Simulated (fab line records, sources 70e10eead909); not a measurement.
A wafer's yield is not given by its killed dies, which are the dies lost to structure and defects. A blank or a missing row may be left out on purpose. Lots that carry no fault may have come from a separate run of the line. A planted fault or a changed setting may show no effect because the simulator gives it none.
fab line records	flow nandHarc	part 1 of 2: steps 1 to 4 of 6
[record] lots = 23	wafers = 69	lastDay = 24
route steps=1159 shown A_STAIRCASE@618 A_SGD_CUT@763
lots that met no fault: from a run of the same line without faults
startH: hours from the record's opening day to when the first of the lot's shown wafers began	waitH: time in hours since the lot's previous step	" as in the row above	L1.1+2: a single row standing in for several wafers	- value missing, or start not given	* or withheld: withheld	< > ~ a bound
route shown NAME@n: NAME is a module with steps in the file, n the number in the route of the first one	usual: the fault-free wafers' mean and standard deviation	same: alike in all rows	chamber/n: place in a boat	sites: per-site readings	_std_site: their standard deviation	_edge_site: outer sites' mean less inner sites'	radiusMm: how far each site lies from the wafer's centre	mask NAME#n: copy n	behind: tool/chamber where the wafer was last shaped	hold: cause of the lot's hold/its duration in hours/its outcome	device: names the non-switching transistor (n, p or np)	end of line: the same wafers' tests at the end of the route	where a step has no rows: the recipe by itself	killed: at the first sort, the dies lost to defects and structure; wafer yield is something else	map: shows each die of a wafer: x if killed, . if not, _ if none is there
set.NAME: the run value of the setting; set.NAME@STEP: its run value at that earlier step	model.NAME: the simulator's own value behind a step, which no gauge read
a sample of lots followed through the steps of the route, with each step as a table and each wafer as a row
services: when a tool's chamber went out of use (startH, in hours from the record's first day, below 0 if earlier), for how many hours, and the reason
[[steps]]
[step NHARC_A_STAIRCASE_TRIM_224]
[recipe] timeS = 211.2	o2FlowSccm = 500	arFlowSccm = 0	biasW = 0	chemistry = O2
[usual] drypumpMotorCurrentA = 6.1/0.41	oesProductAu = 0.993/0.0088	rfVppV = 57.7/0.87	showerheadPlenumPTorr = 3.47/0.099	throttleValvePct = 17.037/0.0092
[same] timeS = 211.2
lot.wafer	tool	chamber	startH	waitH	drypumpMotorCurrentA	oesProductAu	rfHoursCounterH	rfVppV	showerheadPlenumPTorr	throttleValvePct
L074.1	rieDiel-08	2	-	-	6.3	0.990	44	57.3	3.49	17.041
L074.5	"	3	"	"	6.3	0.992	-	56.7	3.47	17.022
L074.4	"	0	"	"	5.7	0.990	-	57.0	3.50	17.048
L075.2	rieDiel-08	2	-	-	6.3	0.981	51	57.6	3.49	17.037
L075.4	"	3	"	"	6.3	0.990	52	57.7	3.47	17.049
L075.6	"	1	"	"	6.5	0.997	-	58.4	3.36	17.047
L076.3	rieDiel-08	3	-	-	6.4	0.987	53	56.5	3.47	17.039
L076.4	"	1	"	"	6.4	0.991	52	59.0	3.36	17.026
L076.5	"	2	"	"	6.3	0.983	-	58.1	3.49	17.052
L078.1	rieDiel-13	1	-	-	5.7	0.980	55	57.6	3.78	17.023
L078.2	"	2	"	"	6.3	1.004	58	57.5	3.38	17.035
L078.6	"	2	"	"	6.4	0.999	-	57.9	3.38	17.033
L077.4	rieDiel-08	0	-	-	5.7	0.995	56	58.0	3.49	17.037
L077.6	"	3	"	"	6.4	0.999	-	59.5	3.46	17.044
L077.5	"	0	"	"	5.7	0.999	-	56.1	3.49	17.039
L081.3	rieDiel-09	0	-	-	5.8	0.972	8	57.4	3.32	17.047
L081.2	"	1	"	"	6.8	0.990	10	57.6	3.51	17.034
L081.5	"	0	"	"	5.8	0.991	-	57.9	3.32	17.030
L080.1	rieDiel-09	2	-	-	5.3	1.011	10	58.7	3.66	17.030
L080.2	"	0	"	"	5.8	0.970	9	56.9	3.32	17.065
L080.6	"	3	"	"	5.3	1.007	-	59.0	3.62	17.046
L082.3	rieDiel-08	2	-	-	6.3	0.981	61	58.1	3.48	17.037
L082.1	"	3	"	"	6.4	1.002	63	58.2	3.46	17.035
L082.6	"	2	"	"	6.3	0.990	-	59.3	3.48	17.059
L079.2	rieDiel-08	2	-	-	6.3	0.985	61	57.1	3.48	17.031
L079.4	"	3	"	"	6.4	0.993	63	55.7	3.46	17.042
L079.6	"	0	"	"	5.7	0.991	-	59.9	3.49	17.048
L083.3	rieDiel-08	2	-	-	6.3	0.977	63	56.5	3.48	17.047
L083.1	"	3	"	"	6.4	0.984	65	57.0	3.46	17.048
L083.5	"	2	"	"	6.3	0.977	-	57.9	3.48	17.035
L086.2	rieDiel-08	1	-	-	6.5	0.987	1	58.8	3.36	17.032
L086.4	"	2	"	"	6.2	0.984	1	59.3	3.48	17.032
L086.5	"	1	"	"	6.4	1.005	-	57.1	3.36	17.041
L084.4	rieDiel-08	3	-	-	6.4	0.995	1	57.9	3.46	17.042
L084.1	"	0	"	"	5.7	0.988	1	57.9	3.49	17.028
L084.2	"	2	"	"	6.3	0.979	2	56.1	3.48	17.038
L087.4	rieDiel-08	1	-	-	6.5	0.991	4	58.0	3.35	17.029
L087.5	"	0	"	"	5.7	0.983	-	57.1	3.48	17.041
L087.6	"	1	"	"	6.5	0.994	-	56.6	3.35	17.040
L085.3	rieDiel-08	2	-	-	6.3	0.996	8	56.1	3.48	17.040
L085.1	"	3	"	"	6.4	0.994	8	57.0	3.45	17.041
L085.5	"	1	"	"	6.5	0.997	-	57.8	3.35	17.045
L089.1	rieDiel-13	0	-	-	5.9	1.004	18	57.3	3.60	17.025
L089.5	"	0	"	"	5.9	0.989	-	59.3	3.60	17.027
L089.6	"	1	"	"	5.7	1.001	-	57.3	3.76	17.039
L088.3	rieDiel-13	1	-	-	5.7	0.993	19	58.4	3.76	17.023
L088.4	"	0	"	"	5.9	0.991	21	58.4	3.60	17.031
L088.6	"	1	"	"	5.7	0.992	-	59.3	3.76	17.041
L091.3	rieDiel-08	0	-	-	5.7	0.981	12	58.3	3.48	17.054
L091.6	"	2	"	"	6.3	0.979	-	59.6	3.48	17.033
L091.5	"	3	"	"	6.4	0.991	-	56.6	3.45	17.029
L090.3	rieDiel-08	2	-	-	6.3	0.998	12	57.8	3.47	17.035
L090.2	"	3	"	"	6.4	1.001	12	56.4	3.45	17.043
L090.1	"	1	"	"	6.5	1.001	12	57.4	3.35	17.030
L093.2	rieDiel-08	3	-	-	6.4	0.996	15	57.6	3.45	17.034
L093.4	"	1	"	"	6.5	0.997	15	57.4	3.35	17.038
L093.6	"	0	"	"	5.7	0.993	-	57.2	3.48	17.038
L092.4	rieDiel-09	1	-	-	6.8	0.982	35	57.4	3.50	17.044
L092.1	"	2	"	"	5.4	1.013	36	59.2	3.64	17.042
L092.3	"	3	"	"	5.3	0.992	33	57.6	3.60	17.026
L094.2	rieDiel-09	1	-	-	6.8	0.986	38	58.9	3.49	17.051
L094.1	"	3	"	"	5.3	0.983	37	56.6	3.60	17.020
L094.5	"	0	"	"	5.7	0.978	-	56.9	3.30	17.028
L096.3	rieDiel-08	1	-	-	6.5	1.002	22	57.9	3.35	17.043
L096.1	"	2	"	"	6.2	0.991	23	58.4	3.47	17.056
L096.5	"	0	"	"	5.7	0.993	-	58.1	3.47	17.032
L095.2	rieDiel-08	0	-	-	5.7	0.984	22	56.7	3.47	17.040
L095.4	"	2	"	"	6.3	0.989	24	57.5	3.47	17.055
L095.6	"	3	"	"	6.3	0.999	-	57.1	3.44	17.032
[step NHARC_A_STAIRCASE_TRIM_231]
[recipe] timeS = 211.2	o2FlowSccm = 500	arFlowSccm = 0	biasW = 0	chemistry = O2
[usual] drypumpMotorCurrentA = 5.9/0.46	oesProductAu = 0.997/0.0099	rfVppV = 57.7/0.87	showerheadPlenumPTorr = 3.51/0.12	throttleValvePct = 17.036/0.0085
[same] timeS = 211.2
lot.wafer	tool	chamber	startH	waitH	drypumpMotorCurrentA	oesProductAu	rfHoursCounterH	rfVppV	showerheadPlenumPTorr	throttleValvePct
L074.1	rieDiel-08	2	-	-	6.3	0.985	44	57.2	3.49	17.042
L074.5	"	2	"	"	6.3	0.980	-	57.4	3.49	17.044
L074.4	"	0	"	"	5.7	0.999	-	57.2	3.50	17.027
L075.4	rieDiel-08	2	-	-	6.3	0.989	52	56.8	3.49	17.043
L075.2	"	0	"	"	5.7	0.992	54	56.6	3.49	17.031
L075.6	"	3	"	"	6.4	0.997	-	57.5	3.47	17.029
L078.2	rieDiel-13	1	-	-	5.7	0.985	56	58.4	3.78	17.025
L078.1	"	2	"	"	6.3	1.002	59	58.5	3.38	17.053
L078.6	"	1	"	"	5.7	0.988	-	58.1	3.78	17.033
L076.3	rieDiel-08	3	-	-	6.4	0.988	56	57.2	3.46	17.033
L076.4	"	1	"	"	6.5	0.997	54	57.5	3.36	17.038
L076.5	"	3	"	"	6.3	0.991	-	55.5	3.46	17.043
L077.4	rieDiel-09	3	-	-	5.3	1.006	3	57.3	3.62	17.037
L077.5	"	1	"	"	6.8	0.989	-	57.4	3.51	17.034
L077.6	"	2	"	"	5.4	1.017	-	60.1	3.66	17.035
L081.3	rieDiel-08	1	-	-	6.5	1.002	59	56.8	3.36	17.048
L081.2	"	3	"	"	6.4	1.000	61	58.2	3.46	17.023
L081.5	"	2	"	"	6.3	0.991	-	57.4	3.49	17.021
L080.2	rieDiel-09	1	-	-	6.8	0.992	10	57.8	3.51	17.025
L080.1	"	2	"	"	5.4	1.004	10	58.6	3.66	17.042
L080.6	"	0	"	"	5.7	0.980	-	57.5	3.32	17.027
L082.1	rieDiel-09	0	-	-	5.8	0.975	12	56.6	3.32	17.030
L082.3	"	2	"	"	5.4	1.011	13	59.3	3.65	17.039
L082.6	"	1	"	"	6.8	0.993	-	57.0	3.51	17.032
L079.4	rieDiel-13	3	-	-	5.4	0.994	1	58.9	3.50	17.036
L079.2	"	2	"	"	6.4	0.987	1	56.9	3.38	17.038
L079.6	"	3	"	"	5.4	0.999	-	57.1	3.50	17.022
L083.3	rieDiel-09	2	-	-	5.3	1.001	16	58.6	3.65	17.034
L083.1	"	3	"	"	5.3	1.001	13	59.1	3.61	17.022
L083.5	"	1	"	"	6.8	0.987	-	58.9	3.51	17.034
L086.4	rieDiel-08	0	-	-	5.7	0.994	2	56.9	3.49	17.038
L086.2	"	3	"	"	6.4	0.999	2	57.8	3.46	17.046
L086.5	"	1	"	"	6.4	1.004	-	57.5	3.36	17.050
L084.4	rieDiel-13	1	-	-	5.7	1.003	10	59.6	3.77	17.035
L084.1	"	2	"	"	6.4	1.002	9	58.1	3.38	17.032
L084.2	"	0	"	"	5.9	1.002	10	57.4	3.60	17.043
L087.4	rieDiel-08	3	-	-	6.4	0.986	4	57.6	3.46	17.034
L087.6	"	3	"	"	6.3	0.994	-	57.1	3.46	17.038
L087.5	"	0	"	"	5.7	0.988	-	56.2	3.48	17.043
L085.3	rieDiel-13	3	-	-	5.4	1.000	18	57.5	3.49	17.045
L085.1	"	0	"	"	5.9	1.007	19	59.7	3.60	17.031
L085.5	"	3	"	"	5.4	1.007	-	57.2	3.49	17.038
L089.1	rieDiel-09	1	-	-	6.8	0.996	29	56.1	3.50	17.020
L089.5	"	3	"	"	5.3	1.013	-	58.2	3.60	17.042
L089.6	"	0	"	"	5.8	0.989	-	57.7	3.31	17.034
L088.4	rieDiel-13	1	-	-	5.7	0.999	20	56.9	3.76	17.038
L088.3	"	2	"	"	6.4	1.000	19	58.3	3.37	17.037
L088.6	"	0	"	"	5.9	1.013	-	59.0	3.60	17.039
L091.3	rieDiel-09	1	-	-	6.8	0.989	33	56.4	3.50	17.029
L091.5	"	1	"	"	6.8	0.987	-	58.4	3.50	17.027
L091.6	"	2	"	"	5.3	1.021	-	57.7	3.64	17.042
L090.2	rieDiel-13	3	-	-	5.4	1.004	21	58.6	3.49	17.040
L090.1	"	0	"	"	5.9	0.999	23	57.6	3.59	17.038
L090.3	"	1	"	"	5.7	1.010	20	59.1	3.76	17.029
L093.4	rieDiel-13	3	-	-	5.4	1.002	24	57.2	3.49	17.027
L093.2	"	0	"	"	5.9	1.002	26	56.9	3.59	17.041
L093.6	"	2	"	"	6.3	1.006	-	57.5	3.37	17.043
L092.3	rieDiel-09	2	-	-	5.4	1.016	38	58.7	3.64	17.036
L092.1	"	3	"	"	5.2	1.003	36	58.3	3.60	17.060
L092.4	"	1	"	"	6.8	0.995	37	57.7	3.49	17.029
L094.2	rieDiel-13	0	-	-	5.9	1.010	28	57.7	3.59	17.037
L094.1	"	1	"	"	5.7	0.994	27	56.8	3.76	17.035
L094.5	"	3	"	"	5.4	1.003	-	58.8	3.49	17.026
L096.3	rieDiel-08	1	-	-	6.4	0.995	22	57.5	3.35	17.029
L096.1	"	2	"	"	6.3	0.988	23	57.3	3.47	17.038
L096.5	"	1	"	"	6.5	1.005	-	57.4	3.34	17.038
L095.4	rieDiel-13	1	-	-	5.7	0.998	33	57.7	3.75	17.045
L095.2	"	2	"	"	6.3	0.999	31	56.4	3.36	17.036
L095.6	"	1	"	"	5.7	1.003	-	58.0	3.75	17.036
[step NHARC_A_STAIRCASE_HM_DEP_462]
[recipe] targetThkA = 8000	tempC = 400	material = aC
[usual] throttleValvePct = 35.001/0.0097
lot.wafer	tool	chamber	startH	waitH	throttleValvePct
L074.1	aclDep-01	0	256.61	1.5	34.987
L074.4	"	0	"	"	34.981
L074.5	"	0	"	"	35.004
L075.2	aclDep-03	0	275.03	1.5	35.013
L075.4	"	0	"	"	35.006
L075.6	"	0	"	"	34.983
L078.1	aclDep-03	0	278.43	0.1	35.012
L078.2	"	0	"	"	35.002
L078.6	"	0	279.99	1.6	34.993
L076.3	aclDep-01	0	280.05	1.3	35.005
L076.4	"	0	"	"	35.005
L076.5	"	0	"	"	34.981
L077.4	aclDep-03	0	283.40	3.2	35.014
L077.5	"	0	"	"	35.009
L077.6	"	0	"	"	34.988
L081.2	aclDep-03	0	290.93	0.4	35.009
L081.3	"	0	"	"	34.996
L081.5	"	0	"	"	34.995
L080.1	aclDep-02	0	295.05	3.0	35.020
L080.2	"	0	"	"	34.999
L080.6	"	0	296.59	4.6	35.001
L079.2	aclDep-02	0	303.86	7.7	35.009
L079.4	"	0	"	"	35.004
L079.6	"	0	"	"	35.014
L082.1	aclDep-02	0	305.39	5.9	34.998
L082.3	"	0	"	"	35.018
L082.6	"	0	"	"	35.008
L083.1	aclDep-01	0	312.32	0.1	35.002
L083.3	"	0	"	"	35.010
L083.5	"	0	"	"	34.992
L084.1	aclDep-03	0	326.02	0.1	34.994
L084.2	"	0	"	"	34.999
L084.4	"	0	"	"	35.010
L086.2	aclDep-01	0	326.10	0.4	34.997
L086.4	"	0	"	"	35.012
L086.5	"	0	"	"	34.984
L087.4	aclDep-02	0	333.83	1.0	35.000
L087.5	"	0	"	"	34.996
L087.6	"	0	"	"	35.014
L085.1	aclDep-03	0	340.03	0.1	35.001
L085.3	"	0	"	"	35.023
L085.5	"	0	"	"	34.986
L089.1	aclDep-02	0	344.75	3.0	34.988
L089.5	"	0	345.99	4.2	35.004
L089.6	"	0	"	"	34.999
L088.3	aclDep-01	0	352.30	0.7	35.015
L088.4	"	0	"	"	34.991
L088.6	"	0	"	"	35.000
L091.3	aclDep-03	0	355.23	2.3	35.012
L091.5	"	0	"	"	34.997
L091.6	"	0	"	"	35.002
L090.1	aclDep-03	0	356.43	3.3	35.004
L090.2	"	0	"	"	34.997
L090.3	"	0	"	"	34.995
L093.2	aclDep-01	0	359.89	2.0	35.002
L093.4	"	0	"	"	35.010
L093.6	"	0	"	"	35.015
L092.1	aclDep-03	0	362.11	2.3	34.991
L092.3	"	0	"	"	35.013
L092.4	"	0	"	"	35.002
L094.1	aclDep-01	0	366.57	1.3	34.987
L094.2	"	0	"	"	35.005
L094.5	"	0	"	"	35.001
L096.1	aclDep-02	0	378.90	0.1	34.991
L096.3	"	0	"	"	34.977
L096.5	"	0	"	"	35.010
L095.2	aclDep-02	0	381.74	0.4	35.001
L095.4	"	0	"	"	34.991
L095.6	"	0	"	"	35.004
[step NHARC_A_STAIRCASE_ETCH_315]
[recipe] targetDepthA = 25000	timeS = 607.1	ionEnergyEv = 800	c4f8FlowSccm = 80	o2FlowSccm = 60	arFlowSccm = withheld	rfW = 600	biasW = 3000	chemistry = C4F8/O2/Ar
[usual] oesProductAu = 0.929/0.01	rfVppV = 1824/9.2
[same] timeS = 607.1
lot.wafer	tool	chamber	startH	waitH	oesProductAu	rfHoursCounterH	rfVppV
L074.1	rieDiel-08	3	-	-	0.927	50	1824
L074.4	"	2	"	"	0.919	49	1823
L074.5	"	0	"	"	0.922	-	1825
L075.4	rieDiel-09	2	-	-	0.929	9	1836
L075.2	"	0	"	"	0.897	8	1812
L075.6	"	2	"	"	0.931	-	1836
L078.1	rieDiel-09	1	-	-	0.913	11	1826
L078.2	"	0	"	"	0.905	10	1811
L078.6	"	2	"	"	0.948	-	1836
L076.4	rieDiel-08	2	-	-	0.927	60	1824
L076.3	"	3	"	"	0.924	63	1823
L076.5	"	1	"	"	0.931	-	1815
L077.4	rieDiel-09	2	-	-	0.941	12	1835
L077.6	"	3	"	"	0.950	-	1832
L077.5	"	0	"	"	0.930	-	1810
L081.3	rieDiel-08	1	-	-	0.931	63	1814
L081.2	"	0	"	"	0.941	65	1823
L081.5	"	2	"	"	0.917	-	1824
L080.2	rieDiel-13	1	-	-	0.945	3	1844
L080.1	"	2	"	"	0.961	3	1817
L080.6	"	3	"	"	0.951	-	1824
L079.4	rieDiel-13	3	-	-	0.948	6	1827
L079.2	"	0	"	"	0.933	7	1833
L079.6	"	1	"	"	0.936	-	1844
L082.3	rieDiel-13	1	-	-	0.923	6	1845
L082.1	"	2	"	"	0.931	6	1815
L082.6	"	1	"	"	0.927	-	1844
L083.1	rieDiel-09	2	-	-	0.928	22	1836
L083.3	"	3	"	"	0.931	19	1833
L083.5	"	2	"	"	0.934	-	1837
L086.2	rieDiel-08	1	-	-	0.923	8	1815
L086.4	"	2	"	"	0.923	8	1824
L086.5	"	1	"	"	0.932	-	1814
L084.2	rieDiel-08	2	-	-	0.920	9	1823
L084.1	"	3	"	"	0.913	9	1822
L084.4	"	1	"	"	0.919	9	1813
L087.4	rieDiel-13	3	-	-	0.939	19	1825
L087.6	"	0	"	"	0.938	-	1832
L087.5	"	1	"	"	0.931	-	1843
L085.3	rieDiel-08	1	-	-	0.923	14	1813
L085.1	"	2	"	"	0.922	14	1823
L085.5	"	0	"	"	0.931	-	1823
L089.1	rieDiel-13	1	-	-	0.915	25	1844
L089.6	"	1	"	"	0.919	-	1844
L089.5	"	2	"	"	0.937	-	1815
L088.4	rieDiel-08	1	-	-	0.923	18	1813
L088.3	"	0	"	"	0.925	18	1823
L088.6	"	1	"	"	0.932	-	1814
L091.3	rieDiel-13	3	-	-	0.936	28	1825
L091.6	"	0	"	"	0.947	-	1832
L091.5	"	1	"	"	0.929	-	1842
L090.3	rieDiel-08	1	-	-	0.922	19	1813
L090.1	"	2	"	"	0.912	20	1823
L090.2	"	0	"	"	0.919	19	1824
L093.2	rieDiel-08	0	-	-	0.937	19	1823
L093.4	"	2	"	"	0.929	21	1823
L093.6	"	1	"	"	0.926	-	1815
L092.4	rieDiel-13	2	-	-	0.933	29	1814
L092.1	"	3	"	"	0.929	30	1824
L092.3	"	0	"	"	0.936	31	1831
L094.2	rieDiel-09	2	-	-	0.945	43	1835
L094.1	"	1	"	"	0.920	41	1824
L094.5	"	3	"	"	0.936	-	1831
L096.3	rieDiel-08	2	-	-	0.922	26	1821
L096.1	"	1	"	"	0.932	25	1812
L096.5	"	3	"	"	0.929	-	1821
L095.2	rieDiel-08	3	-	-	0.932	27	1821
L095.4	"	2	"	"	0.926	27	1822
L095.6	"	3	"	"	0.933	-	1819
